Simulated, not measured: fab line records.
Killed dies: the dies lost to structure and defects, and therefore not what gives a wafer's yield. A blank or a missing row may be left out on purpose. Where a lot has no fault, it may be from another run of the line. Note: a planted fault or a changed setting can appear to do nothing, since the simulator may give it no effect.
Matching of chambers / flow n5 finfet / N5_ILD0_ALD_15 on ald sin-01: 4 sister chambers
The step deposits SiNx, target thk 24 nm, pulse time 1 s, ald cycles 480. 4 wafers are shown with their chamber, then 10 later ones without.

## WAFERS, EACH WITH ITS CHAMBER
wafer=L090.5; chamber=2; heater power w (W)=990
wafer=L091.5; chamber=3; heater power w (W)=745
wafer=L092.1; chamber=0; heater power w (W)=705
wafer=L092.2; chamber=1; heater power w (W)=682

## WAFERS WITH NO CHAMBER GIVEN
wafer=L092.4; heater power w (W)=730
wafer=L093.1; heater power w (W)=743
wafer=L093.3; heater power w (W)=720
wafer=L093.4; heater power w (W)=704
wafer=L095.2; heater power w (W)=723
wafer=L095.3; heater power w (W)=722
wafer=L095.5; heater power w (W)=736
wafer=L096.1; heater power w (W)=707
wafer=L096.2; heater power w (W)=1009
wafer=L096.3; heater power w (W)=729

## WHICH CHAMBER EACH ONE RAN IN
wafer=L092.4; from the rows above=can't be placed: 3 or 0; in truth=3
wafer=L093.1; from the rows above=3; in truth=3
wafer=L093.3; from the rows above=can't be placed: 0 or 3 or 1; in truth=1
wafer=L093.4; from the rows above=can't be placed: 0 or 1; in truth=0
wafer=L095.2; from the rows above=can't be placed: 0 or 3 or 1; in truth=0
wafer=L095.3; from the rows above=can't be placed: 0 or 3 or 1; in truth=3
wafer=L095.5; from the rows above=can't be placed: 3 or 0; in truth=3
wafer=L096.1; from the rows above=can't be placed: 0 or 1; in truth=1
wafer=L096.2; from the rows above=2; in truth=2
wafer=L096.3; from the rows above=can't be placed: 3 or 0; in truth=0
Correctly placed: 2 of 10. From these rows, 8 cannot be placed; in 8 the true chamber is one of the candidates. Wrongly placed: 0.
How it was worked out, from the rows above alone: a wafer's distance from a chamber is the root of the sum, over the readings, of the square of ((its reading less the chamber's mean) divided by the reading's scatter). The wafer belongs to the nearest chamber; if the next one is less than 2 further off, it can't be placed. A chamber's mean is the mean of its shown wafers. The scatter (one wafer shown for each chamber): square how far every hidden wafer sits from the nearest shown wafer, average those squares and take the square root.
